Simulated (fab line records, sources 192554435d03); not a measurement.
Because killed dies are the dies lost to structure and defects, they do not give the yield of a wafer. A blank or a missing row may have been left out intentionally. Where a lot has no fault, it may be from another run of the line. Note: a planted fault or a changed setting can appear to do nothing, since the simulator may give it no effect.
fab line records	flow n5Finfet
record lots=7	wafers=21
route steps=1938 shown BEOL_M8@1348 BEOL_M9@1440 BEOL_M10@1475 BEOL_M11@1541 BEOL_M12@1653
startH: hours from the record's opening day to when the first of the lot's shown wafers began	waitH: hours from the lot's prior step to this one	" unchanged from the row above	L1.1+2: a row that stands for several wafers	- no value, or no start given	* or withheld: withheld	< > ~ a bound
route shown NAME@n: names a module that has steps shown in the file, with the first one's number in the route	usual: mean and standard deviation over wafers with no fault	same: alike in all rows	chamber/n: place in a boat	sites: readings site by site	_std_site: standard deviation of those values	_edge_site: the outer-site mean with the inner-site mean subtracted	radiusMm: how far each site lies from the wafer's centre	mask NAME#n: copy n	behind: the tool/chamber that last shaped the wafer	hold: why the lot went on hold/how many hours it stayed there/how the hold came to an end	device: the n, p or np transistor that did not switch	end of line: tests run on the same wafers once the route is complete	where a step has no rows: the recipe by itself	killed: at the first sort, the dies lost to defects and structure; wafer yield is something else	map: dies across one wafer; x = killed, . = not, _ = none there
set.NAME: the setting that was run; set.NAME@STEP: the one run at that earlier step	model.NAME: the simulator's own value behind a step, which no gauge read
lots run with intentionally changed settings; tables by step, rows by wafer
## steps
# step N5_BEOL_M8_DESCUM_16
# recipe chemistry=O2	timeS=7.9	sourcePowerW=50	biasPowerW=20	pressureMtorr=20	rfFrequencyHz=2.712e+07	tempC=40	resist=CAR-ArF	o2FlowSccm=225
lot.wafer	tool	chamber	startH	waitH	set.timeS	model.CAR-ArF_of_BEOL_M8_COAT_05.thkNm
L074.3	rieDiel-06	2	198.61	0.0	7.9	84
L074.5	"	0	"	"	7.9	83.8
L074.6	"	1	"	"	7.9	83.6
L076.2+5	rieDiel-04	1	207.18	0.1	8.598	83.4
L076.4	"	3	"	"	7.9	83.8
L087.1	rieDiel-03	3	286.62	0.0	7.9	83.6
L087.5	"	0	"	"	7.9	83.4
L087.6	"	3	"	"	6.823	84.2
L088.1+3+6	rieDiel-04	0,2,1	288.60	0.0	7.9	83.4
L090.3	rieDiel-04	3	288.85	0.1	7.9	83
L090.4	"	1	"	"	6.154	84.4
L090.6	"	3	"	"	7.9	83.2
L092.3	rieDiel-06	1	296.26	0.1	7.323	84.2
L092.5	"	2	"	"	7.323	84
L092.6	"	3	"	"	7.9	83.6
L091.2+3	rieDiel-03	0,3	296.70	0.1	7.9	83.4
L091.5	"	3	"	"	6.197	84.4
# step N5_BEOL_M8_ETCH_61
# recipe chemistry=CF4	target=SiARC	targetDepthA=455	maskMaterial=CAR-ArF	timeS=75.8	ionEnergyEv=80	pressureMtorr=40	sourceW=545	biasW=36	Ar_flow_sccm=100	cf4FlowSccm=100	ends=cleared
# step N5_BEOL_M8_ETCH_62
# recipe chemistry=N2/H2	target=SOC	targetDepthA=1100	overetchA=220	maskMaterial=SiARC	tempC=40	timeS=165	ionEnergyEv=200	pressureMtorr=30	sourceW=840	biasW=150	n2FlowSccm=200	h2FlowSccm=200
lot.wafer	tool	chamber	startH	waitH	set.spinRpm@BEOL_M8_COAT_59	model.etch.depthNm
L074.3	rieDiel-06	2	198.70	0.0	1500	100.2
L074.5	"	0	"	"	1500	100.7
L074.6	"	1	"	"	1500	100.4
L076.2	rieDiel-04	1	207.27	0.0	1645	95.63
L076.4	"	3	"	"	1500	99.9
L076.5	"	1	"	"	1500	100.1
L087.1	rieDiel-03	3	286.71	0.0	1607	96.9
L087.5	"	0	"	"	1500	99.73
L087.6	"	3	"	"	1607	96.68
L088.1	rieDiel-04	0	288.69	0.0	1500	99.66
L088.3	"	2	"	"	1500	99.33
L088.6	"	1	"	"	1500	99.57
L090.3	rieDiel-04	3	288.94	0.0	1500	100.3
L090.4	"	1	"	"	1500	99.96
L090.6	"	3	"	"	1341	105.6
L092.3	rieDiel-06	1	296.36	0.0	1500	100.1
L092.5	"	2	"	"	1642	96.18
L092.6	"	3	"	"	1642	95.9
L091.2	rieDiel-03	0	296.79	0.0	1571	97.56
L091.3	"	3	"	"	1571	97.8
L091.5	"	3	"	"	1500	100.1
# step N5_BEOL_M8_STRIP_68
# recipe chemistry=N2/H2	tempC=40	n2FlowSccm=200	h2FlowSccm=200	rfFrequencyHz=6e+07
# step N5_BEOL_M8_STRIP_67
# recipe chemistry=CF4	resist=SiARC	powerW=300	biasPowerW=75	pressureMtorr=50	cf4FlowSccm=150	rfFrequencyHz=6e+07
# step N5_BEOL_M8_HM_OPEN_17
# recipe chemistry=Cl2/BCl3	targetDepthA=200	overetchA=60	target=TiN	maskMaterial=SOC	ionEnergyEv=150	pressureMtorr=10	icpW=1000	biasW=126	Cl2_flow_sccm=53.25	bcl3FlowSccm=21.75	Ar_flow_sccm=25
lot.wafer	tool	chamber	startH	waitH	set.spinRpm@BEOL_M8_COAT_59	model.SOC_of_BEOL_M8_COAT_59.thkNm
L074.3	rieMetal-02	0	199.01	0.2	1500	92.2
L074.5	"	0	"	"	1500	92.8
L074.6	"	1	"	"	1500	92.4
L076.2	rieMetal-01	1	207.46	0.0	1645	87.6
L076.4+5	"	0,1	"	"	1500	92.2
L087.1	rieMetal-02	0	286.90	0.0	1607	89
L087.5	"	1	"	"	1500	91.8
L087.6	"	0	"	"	1607	88.8
L088.1	rieMetal-01	0	288.87	0.0	1500	91.8
L088.3	"	1	"	"	1500	91.4
L088.6	"	1	"	"	1500	91.6
L090.3+4	rieMetal-01	1,0	289.16	0.1	1500	92.2
L090.6	"	0	"	"	1341	97.8
L092.3	rieMetal-01	0	296.57	0.1	1500	92.4
L092.5	"	1	"	"	1642	88.4
L092.6	"	0	"	"	1642	88.2
L091.2	rieMetal-01	1	296.98	0.0	1571	89.6
L091.3	"	0	"	"	1571	90
L091.5	"	0	"	"	1500	92.4
# step N5_BEOL_M9_ETCH_66
# recipe chemistry=N2/H2	target=SOC	targetDepthA=800	overetchA=160	maskMaterial=SiARC	tempC=40	timeS=120	ionEnergyEv=200	pressureMtorr=30	sourceW=840	biasW=150	n2FlowSccm=200	h2FlowSccm=200
# usual rfVppV=524.0/1.7
lot.wafer	tool	chamber	startH	waitH	set.biasW	rfVppV	model.SiARC_of_BEOL_M9_COAT_64.thkNm
L074.3	rieDiel-05	0	207.52	0.0	140.9	504.6	6.8
L074.5	"	0	"	"	150	523.8	6.4
L074.6	"	3	"	"	140.9	505.8	7
L076.2	rieDiel-01	2	217.39	0.0	150	525.2	6.4
L076.4	"	2	"	"	150	526.7	6.4
L076.5	"	1	"	"	174.8	574.5	5.4
L087.1	rieDiel-02	2	298.90	0.0	150	524.9	6.2
L087.5	"	1	"	"	137.1	492.2	6.8
L087.6	"	2	"	"	150	526.3	6.2
L090.3	rieDiel-01	3	298.94	0.0	140.2	499.3	6.8
L090.4	"	3	"	"	140.2	497.2	6.8
L090.6	"	0	"	"	150	525.7	6.4
L088.1	rieDiel-02	1	299.33	0.0	150	524.1	6.2
L088.3	"	2	"	"	150	524.3	6.2
L088.6	"	0	"	"	150	524.9	6.4
L092.3	rieDiel-01	1	309.97	0.0	175.8	577.1	5.2
L092.5	"	1	"	"	150	522.1	6.6
L092.6	"	0	"	"	150	524.7	6.4
L091.2	rieDiel-02	3	310.01	0.0	133	484.6	7.2
L091.3	"	0	"	"	133	485.5	7.2
L091.5	"	2	"	"	150	525.6	6.2
# step N5_BEOL_M9_TRENCH_ETCH_37
# recipe chemistry=C4F6/O2	targetDepthA=1514.3	target=SiCOH_lowk	timeS=49	ionEnergyEv=250	pressureMtorr=30	sourceW=345	biasW=185	Ar_flow_sccm=300	C4F6_flow_sccm=10	O2_flow_sccm=10
# usual rfVppV=666/5.8
lot.wafer	tool	chamber	startH	waitH	set.biasW	rfVppV
L074.3	rieDiel-05	0	-	-	158.7	584
L074.5	"	0	"	"	185	660
L074.6	"	3	"	"	158.7	593
L076.2	rieDiel-01	2	-	-	216.1	766
L076.4	"	2	"	"	216.1	765
L076.5	"	1	"	"	185	661
L087.1	rieDiel-02	2	-	-	185	664
L087.5	"	1	"	"	185	665
L087.6	"	2	"	"	185	665
L090.3	rieDiel-01	3	-	-	185	667
L090.4	"	3	"	"	206.7	728
L090.6	"	0	"	"	206.7	732
L088.1	rieDiel-02	1	-	-	185	665
L088.3	"	2	"	"	185	665
L088.6	"	0	"	"	185	658
L092.3	rieDiel-01	1	-	-	185	658
L092.5	"	1	"	"	193.4	681
L092.6	"	0	"	"	185	672
L091.2	rieDiel-02	3	-	-	193.5	691
L091.3	"	0	"	"	185	660
L091.5	"	2	"	"	185	666
# step N5_BEOL_M10_COAT_59
# recipe resist=SOC	tempC=250	timeS=60	spinRpm=1500	resistThkNm=100
lot.wafer	tool	chamber	startH	waitH	set.spinRpm	model.SOC_of_BEOL_M10_COAT_59.thkNm
L074.3	lithoTrack-04	0	212.12	0.1	1620	96.6
L074.5	"	0	"	"	1620	96.2
L074.6	"	0	"	"	1620	96
L076.2	lithoTrack-05	0	222.66	0.1	1500	99.6
L076.4+5	"	0	"	"	1500	99.8
L090.3+6	lithoTrack-04	0	305.19	0.1	1398	103.6
L090.4	"	0	"	"	1500	100
L088.1+3	lithoTrack-01	0	305.31	0.1	1500	99.4
L088.6	"	0	"	"	1500	99.6
L087.1	lithoTrack-04	0	305.41	0.1	1554	98.4
L087.5	"	0	"	"	1500	100
L087.6	"	0	"	"	1500	100.2
L091.2+5	lithoTrack-01	0	316.28	0.1	1500	100
L091.3	"	0	"	"	1500	100.2
L092.3	lithoTrack-05	0	321.39	0.1	1341	106
L092.5	"	0	"	"	1341	106.2
L092.6	"	0	"	"	1500	100.2
# step N5_BEOL_M10_DESCUM_16
# recipe chemistry=O2	timeS=7.9	sourcePowerW=50	biasPowerW=20	pressureMtorr=20	rfFrequencyHz=2.712e+07	tempC=40	resist=CAR-ArF	o2FlowSccm=225
lot.wafer	tool	chamber	startH	waitH	set.timeS
L074.3+6	rieDiel-04	1,2	212.82	0.4	7.9
L074.5	"	3	"	"	6.606
L076.2+5	rieDiel-04	3,2	222.99	0.0	7.9
L076.4	"	0	"	"	7.278
L090.3+4	rieDiel-06	1	305.71	0.1	7.284
L090.6	"	3	"	"	7.9
L088.1+3+6	rieDiel-04	3,0,2	305.81	0.0	7.9
L087.1	rieDiel-04	0	306.06	0.1	7.9
L087.5+6	"	2,1	"	"	8.782
L091.2+3+5	rieDiel-04	1,3,0	316.74	0.0	7.9
L092.3+5+6	rieDiel-04	1,2,1	321.90	0.1	7.9
# step N5_BEOL_M10_ETCH_61
# recipe chemistry=CF4	target=SiARC	targetDepthA=390	maskMaterial=CAR-ArF	timeS=65	ionEnergyEv=80	pressureMtorr=40	sourceW=545	biasW=36	Ar_flow_sccm=100	cf4FlowSccm=100	ends=cleared
# step N5_BEOL_M10_ETCH_62
# recipe chemistry=N2/H2	target=SOC	targetDepthA=1100	overetchA=220	maskMaterial=SiARC	tempC=40	timeS=165	ionEnergyEv=200	pressureMtorr=30	sourceW=840	biasW=150	n2FlowSccm=200	h2FlowSccm=200
lot.wafer	tool	chamber	startH	waitH	set.spinRpm@BEOL_M10_COAT_59	model.etch.depthNm
L074.3	rieDiel-04	1	212.91	0.0	1620	96.54
L074.5	"	3	"	"	1620	96.22
L074.6	"	2	"	"	1620	95.99
L076.2	rieDiel-04	3	223.08	0.0	1500	99.59
L076.4	"	0	"	"	1500	99.72
L076.5	"	2	"	"	1500	99.88
L090.3+6	rieDiel-06	1,3	305.80	0.0	1398	103.7
L090.4	"	1	"	"	1500	99.93
L088.1	rieDiel-04	3	305.89	0.0	1500	99.47
L088.3	"	0	"	"	1500	99.38
L088.6	"	2	"	"	1500	99.59
L087.1	rieDiel-04	0	306.14	0.0	1554	98.36
L087.5	"	2	"	"	1500	99.97
L087.6	"	1	"	"	1500	100.2
L091.2	rieDiel-04	1	316.82	0.0	1500	99.93
L091.3	"	3	"	"	1500	100.1
L091.5	"	0	"	"	1500	100
L092.3	rieDiel-04	1	321.99	0.0	1341	106
L092.5	"	2	"	"	1341	106.2
L092.6	"	1	"	"	1500	100.2
# step N5_BEOL_M10_STRIP_68
# recipe chemistry=N2/H2	tempC=40	n2FlowSccm=200	h2FlowSccm=200	rfFrequencyHz=6e+07
# step N5_BEOL_M10_STRIP_67
# recipe chemistry=CF4	resist=SiARC	powerW=300	biasPowerW=75	pressureMtorr=50	cf4FlowSccm=150	rfFrequencyHz=6e+07
# step N5_BEOL_M10_HM_OPEN_17
# recipe chemistry=Cl2/BCl3	targetDepthA=200	overetchA=60	target=TiN	maskMaterial=SOC	ionEnergyEv=150	pressureMtorr=10	icpW=1000	biasW=126	Cl2_flow_sccm=53.25	bcl3FlowSccm=21.75	Ar_flow_sccm=25
lot.wafer	tool	chamber	startH	waitH	set.spinRpm@BEOL_M10_COAT_59	model.SOC_of_BEOL_M10_COAT_59.thkNm
L074.3	rieMetal-03	1	213.12	0.1	1620	88.6
L074.5	"	0	"	"	1620	88.2
L074.6	"	1	"	"	1620	88
L076.2	rieMetal-01	1	223.27	0.0	1500	91.6
L076.4	"	1	"	"	1500	91.8
L076.5	"	0	"	"	1500	92.2
L090.3+6	rieMetal-02	1	306.01	0.1	1398	95.6
L090.4	"	0	"	"	1500	92
L088.1+6	rieMetal-01	0,1	306.08	0.0	1500	91.6
L088.3	"	1	"	"	1500	91.4
L087.1	rieMetal-02	0	306.33	0.0	1554	90.4
L087.5	"	0	"	"	1500	92
L087.6	"	1	"	"	1500	92.4
L091.2	rieMetal-03	0	317.01	0.0	1500	92
L091.3+5	"	0	"	"	1500	92.2
L092.3	rieMetal-01	1	322.20	0.1	1341	98.2
L092.5	"	1	"	"	1341	98.4
L092.6	"	0	"	"	1500	92.6
# step N5_BEOL_M11_COAT_59
# recipe resist=SOC	tempC=250	timeS=60	spinRpm=1500	resistThkNm=100
lot.wafer	tool	chamber	startH	waitH	set.spinRpm	model.SOC_of_BEOL_M11_COAT_59.thkNm
L074.3+6	lithoTrack-04	0	222.08	0.1	1500	100.2
L074.5	"	0	"	"	1450	101.8
L076.2	lithoTrack-03	0	228.75	0.1	1413	103
L076.4+5	"	0	"	"	1500	100
L087.1	lithoTrack-02	0	316.72	0.1	1425	102.6
L087.5	"	0	"	"	1500	100
L087.6	"	0	"	"	1500	99.8
L088.1+6	lithoTrack-03	0	316.82	0.1	1500	99.8
L088.3	"	0	"	"	1500	100
L090.3	lithoTrack-03	0	321.59	0.1	1500	100.4
L090.4	"	0	"	"	1500	100.6
L090.6	"	0	"	"	1612	97
L091.2	lithoTrack-04	0	326.65	0.1	1500	99.8
L091.3+5	"	0	"	"	1500	100
L092.3+5	lithoTrack-04	0	331.57	0.1	1500	100.2
L092.6	"	0	"	"	1426	102.6
# step N5_BEOL_M11_DESCUM_16
# recipe chemistry=O2	timeS=7.9	sourcePowerW=50	biasPowerW=20	pressureMtorr=20	rfFrequencyHz=2.712e+07	tempC=40	resist=CAR-ArF	o2FlowSccm=225
lot.wafer	tool	chamber	startH	waitH	set.timeS	model.CAR-ArF_of_BEOL_M11_COAT_05.thkNm
L074.3	rieDiel-02	0	222.45	0.1	9.163	82.8
L074.5	"	2	"	"	7.9	83.8
L074.6	"	3	"	"	7.9	83.6
L076.2	rieDiel-02	1	229.24	0.1	7.9	83.2
L076.4	"	2	"	"	7.29	83.6
L076.5	"	3	"	"	7.29	83.4
L087.1	rieDiel-02	3	317.05	0.0	7.9	83.8
L087.5	"	3	"	"	7.9	83.6
L087.6	"	0	"	"	7.9	84
L088.1+6	rieDiel-02	0,3	317.30	0.1	7.9	83.4
L088.3	"	1	"	"	7.9	83.2
L090.3	rieDiel-02	2	322.08	0.2	9.35	82.8
L090.4	"	1	"	"	7.9	83.8
L090.6	"	0	"	"	9.35	83
L091.2	rieDiel-02	3	327.11	0.0	7.9	83.6
L091.3+5	"	0,1	"	"	9.167	82.8
L092.3	rieDiel-05	0	332.03	0.0	7.9	83.6
L092.5	"	2	"	"	6.174	84.4
L092.6	"	3	"	"	6.174	84.6
# step N5_BEOL_M11_ETCH_61
# recipe chemistry=CF4	target=SiARC	targetDepthA=390	maskMaterial=CAR-ArF	timeS=65	ionEnergyEv=80	pressureMtorr=40	sourceW=545	biasW=36	Ar_flow_sccm=100	cf4FlowSccm=100	ends=cleared
lot.wafer	tool	chamber	startH	waitH	set.timeS@BEOL_M11_DESCUM_16	model.CAR-ArF_of_BEOL_M11_COAT_05.thkNm
L074.3	rieDiel-02	0	222.49	0.0	9.163	54.8
L074.5+6	"	2,3	"	"	7.9	55.8
L076.2	rieDiel-02	1	229.28	0.0	7.9	55.2
L076.4	"	2	"	"	7.29	55.8
L076.5	"	3	"	"	7.29	55.4
L087.1+5	rieDiel-02	3	317.08	0.0	7.9	55.8
L087.6	"	0	"	"	7.9	56
L088.1	rieDiel-02	0	317.34	0.0	7.9	55.6
L088.3+6	"	1,3	"	"	7.9	55.4
L090.3+6	rieDiel-02	2,0	322.12	0.0	9.35	55
L090.4	"	1	"	"	7.9	55.8
L091.2	rieDiel-02	3	327.14	0.0	7.9	55.6
L091.3+5	"	0,1	"	"	9.167	55
L092.3	rieDiel-05	0	332.06	0.0	7.9	55.6
L092.5+6	"	2,3	"	"	6.174	56.4
# step N5_BEOL_M11_ETCH_62
# recipe chemistry=N2/H2	target=SOC	targetDepthA=1100	overetchA=220	maskMaterial=SiARC	tempC=40	timeS=165	ionEnergyEv=200	pressureMtorr=30	sourceW=840	biasW=150	n2FlowSccm=200	h2FlowSccm=200
lot.wafer	tool	chamber	startH	waitH	set.spinRpm@BEOL_M11_COAT_59	model.etch.depthNm
L074.3	rieDiel-02	0	222.54	0.0	1500	100.1
L074.5	"	2	"	"	1450	101.9
L074.6	"	3	"	"	1500	100.2
L076.2	rieDiel-02	1	229.33	0.0	1413	103
L076.4	"	2	"	"	1500	100
L076.5	"	3	"	"	1500	99.98
L087.1	rieDiel-02	3	317.13	0.0	1425	102.6
L087.5	"	3	"	"	1500	99.95
L087.6	"	0	"	"	1500	99.88
L088.1	rieDiel-02	0	317.39	0.0	1500	99.72
L088.3	"	1	"	"	1500	99.99
L088.6	"	3	"	"	1500	99.87
L090.3	rieDiel-02	2	322.17	0.0	1500	100.4
L090.4	"	1	"	"	1500	100.6
L090.6	"	0	"	"	1612	96.9
L091.2	rieDiel-02	3	327.19	0.0	1500	99.84
L091.3+5	"	0,1	"	"	1500	100
L092.3	rieDiel-05	0	332.11	0.0	1500	100.2
L092.5	"	2	"	"	1500	100.1
L092.6	"	3	"	"	1426	102.7
# step N5_BEOL_M11_STRIP_68
# recipe chemistry=N2/H2	tempC=40	n2FlowSccm=200	h2FlowSccm=200	rfFrequencyHz=6e+07
# step N5_BEOL_M11_STRIP_67
# recipe chemistry=CF4	resist=SiARC	powerW=300	biasPowerW=75	pressureMtorr=50	cf4FlowSccm=150	rfFrequencyHz=6e+07
# step N5_BEOL_M11_HM_OPEN_17
# recipe chemistry=Cl2/BCl3	targetDepthA=200	overetchA=60	target=TiN	maskMaterial=SOC	ionEnergyEv=150	pressureMtorr=10	icpW=1000	biasW=126	Cl2_flow_sccm=53.25	bcl3FlowSccm=21.75	Ar_flow_sccm=25
lot.wafer	tool	chamber	startH	waitH	set.spinRpm@BEOL_M11_COAT_59	model.SOC_of_BEOL_M11_COAT_59.thkNm
L074.3	rieMetal-01	0	222.75	0.1	1500	92.4
L074.5	"	1	"	"	1450	94
L074.6	"	0	"	"	1500	92.6
L076.2	rieMetal-01	0	229.52	0.0	1413	95.2
L076.4+5	"	1	"	"	1500	92
L087.1	rieMetal-03	1	317.32	0.0	1425	94.8
L087.5+6	"	0,1	"	"	1500	92
L088.1+6	rieMetal-03	1,0	317.57	0.0	1500	92
L088.3	"	0	"	"	1500	92.2
L090.3	rieMetal-03	0	322.38	0.1	1500	92.4
L090.4	"	1	"	"	1500	92.8
L090.6	"	1	"	"	1612	89.2
L091.2	rieMetal-03	1	327.38	0.0	1500	92
L091.3+5	"	0,1	"	"	1500	92.2
L092.3+5	rieMetal-01	0	332.33	0.1	1500	92.4
L092.6	"	1	"	"	1426	94.8
# step N5_BEOL_M12_CMP_49
# recipe stopOn=SiOC	tOverpolishS=20.6	downForcePsi=1	platenRpm=50	clearingPlatenDownForcePsi=1.5	clearingPlatenRpm=50	postCmpClean=cuAlkaline	targetThkNm=320	clearingPlatenPadVelocityMS=0.99484	padVelocityMS=0.99484
# usual barrierFieldEndpointS=30.2/0.62
lot.wafer	tool	chamber	startH	waitH	set.downForcePsi	barrierFieldEndpointS
L074.3	cmp-03	1	231.06	0.2	1	29.2
L074.6	"	0	"	"	1	29.7
L074.5	"	1	"	"	1	29.8
L076.2	cmp-02	3	241.59	0.2	0.7893	39.1
L076.4	"	0	"	"	0.7893	38.7
L076.5	"	3	"	"	1	30.7
L088.1	cmp-02	0	332.88	0.3	1	31.1
L088.3	"	2	"	"	1	31.1
L088.6	"	0	"	"	1	31.3
L090.4	cmp-03	2	333.28	0.1	0.8393	35.0
L090.3	"	0	"	"	0.8393	36.2
L090.6	"	2	"	"	0.8393	34.9
L087.1	cmp-04	1	333.48	0.4	1	29.7
L087.6	"	2	"	"	1	29.9
L087.5	"	3	"	"	1	29.7
L091.3	cmp-04	3	338.40	0.2	1.098	26.7
L091.2	"	2	"	"	1	29.3
L091.5	"	3	"	"	1.098	26.8
L092.3	cmp-04	1	344.52	0.2	1	30.9
L092.6	"	3	"	"	1	30.9
L092.5	"	0	"	"	0.9038	33.5
## key
split step=N5_BEOL_M8_DESCUM_16	setting=timeS	stated=7.9	by=wafer
response step=N5_BEOL_M8_DESCUM_16	reading=model.CAR-ArF_of_BEOL_M8_COAT_05.thkNm	change=-0.0528	per=1%	r=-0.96
split step=N5_BEOL_M9_ETCH_66	setting=biasW	stated=150	by=wafer
response step=N5_BEOL_M9_ETCH_66	reading=rfVppV	change=+3.25	per=1%	r=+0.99
response step=N5_BEOL_M9_ETCH_66	reading=model.SiARC_of_BEOL_M9_COAT_64.thkNm	change=-0.0717	per=1%	r=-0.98
split step=N5_BEOL_M9_TRENCH_ETCH_37	setting=biasW	stated=185	by=wafer
response step=N5_BEOL_M9_TRENCH_ETCH_37	reading=rfVppV	change=+5.61	per=1%	r=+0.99
split step=N5_BEOL_M10_COAT_59	setting=spinRpm	stated=1500	by=wafer
response step=N5_BEOL_M10_COAT_59	reading=model.SOC_of_BEOL_M10_COAT_59.thkNm	change=-0.543	per=1%	r=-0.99
response step=N5_BEOL_M10_ETCH_62	reading=model.etch.depthNm	change=-0.552	per=1%	r=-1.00
response step=N5_BEOL_M10_HM_OPEN_17	reading=model.SOC_of_BEOL_M10_COAT_59.thkNm	change=-0.533	per=1%	r=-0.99
split step=N5_BEOL_M10_DESCUM_16	setting=timeS	stated=7.9	by=wafer
response none clear
split step=N5_BEOL_M11_COAT_59	setting=spinRpm	stated=1500	by=wafer
response step=N5_BEOL_M11_COAT_59	reading=model.SOC_of_BEOL_M11_COAT_59.thkNm	change=-0.495	per=1%	r=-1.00
response step=N5_BEOL_M11_ETCH_62	reading=model.etch.depthNm	change=-0.503	per=1%	r=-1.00
response step=N5_BEOL_M11_HM_OPEN_17	reading=model.SOC_of_BEOL_M11_COAT_59.thkNm	change=-0.499	per=1%	r=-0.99
split step=N5_BEOL_M11_DESCUM_16	setting=timeS	stated=7.9	by=wafer
response step=N5_BEOL_M11_DESCUM_16	reading=model.CAR-ArF_of_BEOL_M11_COAT_05.thkNm	change=-0.0474	per=1%	r=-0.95
response step=N5_BEOL_M11_ETCH_61	reading=model.CAR-ArF_of_BEOL_M11_COAT_05.thkNm	change=-0.0439	per=1%	r=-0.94
split step=N5_BEOL_M12_CMP_49	setting=downForcePsi	stated=1	by=wafer
response step=N5_BEOL_M12_CMP_49	reading=barrierFieldEndpointS	change=-0.352	per=1%	r=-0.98
split outsideThisFile step=N5_BEOL_M8_COAT_59 setting=spinRpm
# split outsideThisFile: this setting was split too, and the file shows its column; the key of that split is in another file
